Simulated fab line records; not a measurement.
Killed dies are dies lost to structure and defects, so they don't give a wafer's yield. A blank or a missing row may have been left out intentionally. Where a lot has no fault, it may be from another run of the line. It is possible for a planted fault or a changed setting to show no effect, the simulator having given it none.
Matching of chambers ; flow nand harc ; rie diel-01 running NHARC_THIN_TSV_DESCUM_14: 4 sister chambers
The step chemistry O2, time 3 s. 14 wafers are shown with their chamber, then 7 later ones without.

== WAFERS, EACH WITH ITS CHAMBER ==
wafer;chamber;drypump motor current A (A);oes product au (a.u.);chamber pressure mTorr (mTorr)
L783.2;2;5.4;1.003;60.00
L783.4;3;4.9;0.983;60.06
L783.6;0;5.3;0.991;59.98
L787.3;0;5.3;0.992;59.94
L787.5;0;5.3;0.983;60.00
L787.6;1;5.7;0.991;60.03
L788.1;3;4.9;0.977;60.00
L788.2;1;5.7;0.980;59.96
L788.5;2;5.4;1.002;59.99
L786.3;1;5.7;0.995;59.99
L786.5;2;5.4;1.015;59.96
L786.6;1;5.7;0.988;60.02
L791.3;2;5.4;1.005;59.96
L791.4;3;4.8;0.995;60.01

SIGNATURES (averages over the wafers above)
reading;chamber 0;chamber 1;chamber 2;chamber 3;scatter within a chamber
drypump motor current A;5.300;5.700;5.400;4.867;0.0258
oes product au;0.98867;0.98850;1.00625;0.98500;0.00667
chamber pressure mTorr;59.9733;60.0000;59.9775;60.0233;0.0287
Rule: for each reading, subtract the chamber's mean from the wafer's reading, divide by that reading's scatter and square the result; add these up over the readings and take the root, which gives the wafer's distance from the chamber. If the next closest chamber is less than 2 further off than the closest, the wafer can't be placed; otherwise it belongs to the closest. The scatter: take each reading less its chamber's mean, square it, sum over the shown wafers, divide by the number of wafers less the number of chambers, and take the root.

== WAFERS MISSING THEIR CHAMBER ==
wafer;drypump motor current A (A);oes product au (a.u.);chamber pressure mTorr (mTorr)
L791.5;5.7;0.983;60.04
L793.1;4.9;0.985;59.99
L793.2;5.3;0.987;60.07
L793.6;4.9;0.981;60.02
L805.3;5.4;1.009;60.00
L805.5;4.9;0.996;60.12
L805.6;5.4;1.012;59.88

== THE CHAMBER EACH PASSED THROUGH ==
wafer;from the rows above;in truth
L791.5;1;1
L793.1;3;3
L793.2;0;0
L793.6;3;3
L805.3;2;2
L805.5;3;3
L805.6;2;2
Placed correctly: 7 of 7. Number that these rows cannot place: 0. Number placed wrongly: 0.
